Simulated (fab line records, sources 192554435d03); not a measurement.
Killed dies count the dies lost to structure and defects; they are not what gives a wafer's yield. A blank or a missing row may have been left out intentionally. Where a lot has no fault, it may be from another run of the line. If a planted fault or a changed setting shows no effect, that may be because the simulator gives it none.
Matching of chambers	flow n5Finfet	rieDiel-03 running N5_BEOL_M2_ETCH_74: 4 sister chambers
The step etches underlayer in N2/H2, target depth 6.5 nm, time 5.2 s. 18 wafers are shown with their chamber, then 9 later ones without.

## EACH WAFER AND ITS CHAMBER
wafer	chamber	drypumpMotorCurrentA (A)	showerheadPlenumPTorr (Torr)	oesProductAu (a.u.)
L075.2	0	5.6	2.46	0.67
L075.3	2	6.1	2.52	0.60
L075.4	3	5.9	2.70	0.76
L076.1	0	5.5	2.46	0.67
L076.2	3	5.9	2.70	0.74
L076.5	1	5.3	2.64	0.63
L077.1	3	5.9	2.70	0.74
L077.2	1	5.3	2.63	0.62
L077.3	0	5.5	2.46	0.67
L079.1	2	6.1	2.52	0.60
L079.4	3	5.9	2.70	0.74
L079.5	3	5.9	2.70	0.73
L086.3	2	6.1	2.51	0.59
L086.5	2	6.1	2.51	0.59
L086.6	3	5.9	2.69	0.72
L087.3	2	6.1	2.51	0.59
L087.4	1	5.3	2.63	0.60
L087.5	0	5.6	2.45	0.65

SIGNATURES (averages over the wafers above)
reading	chamber 0	chamber 1	chamber 2	chamber 3	scatter within a chamber
drypumpMotorCurrentA	5.550	5.300	6.100	5.900	0.0267
showerheadPlenumPTorr	2.4575	2.6333	2.5140	2.6983	0.00496
oesProductAu	0.6650	0.6167	0.5940	0.7383	0.0112
Rule: a wafer lies at a distance from a chamber equal to the root of the sum of squares, over the readings, of (its reading less the chamber's mean, divided by the reading's scatter). If the next closest chamber is less than 2 further off than the closest, the wafer can't be placed; otherwise it belongs to the closest. The scatter: take each reading less its chamber's mean, square it, sum over the shown wafers, divide by the number of wafers less the number of chambers, and take the root.

## WAFERS WITH NO CHAMBER GIVEN
wafer	drypumpMotorCurrentA (A)	showerheadPlenumPTorr (Torr)	oesProductAu (a.u.)
L090.3	5.5	2.45	0.64
L090.4	5.3	2.62	0.59
L090.5	5.9	2.69	0.71
L095.1	5.6	2.45	0.65
L095.3	5.3	2.62	0.59
L095.6	5.9	2.68	0.71
L096.2	5.3	2.61	0.58
L096.5	5.3	2.61	0.58
L096.6	5.6	2.44	0.64

## WHICH CHAMBER EACH ONE RAN IN
wafer	from the rows above	in truth
L090.3	0	0
L090.4	1	1
L090.5	3	3
L095.1	0	0
L095.3	1	1
L095.6	3	3
L096.2	1	1
L096.5	1	1
L096.6	0	0
Placed correctly: 9 of 9. Can't be placed from these rows: 0. 0 placed wrongly.
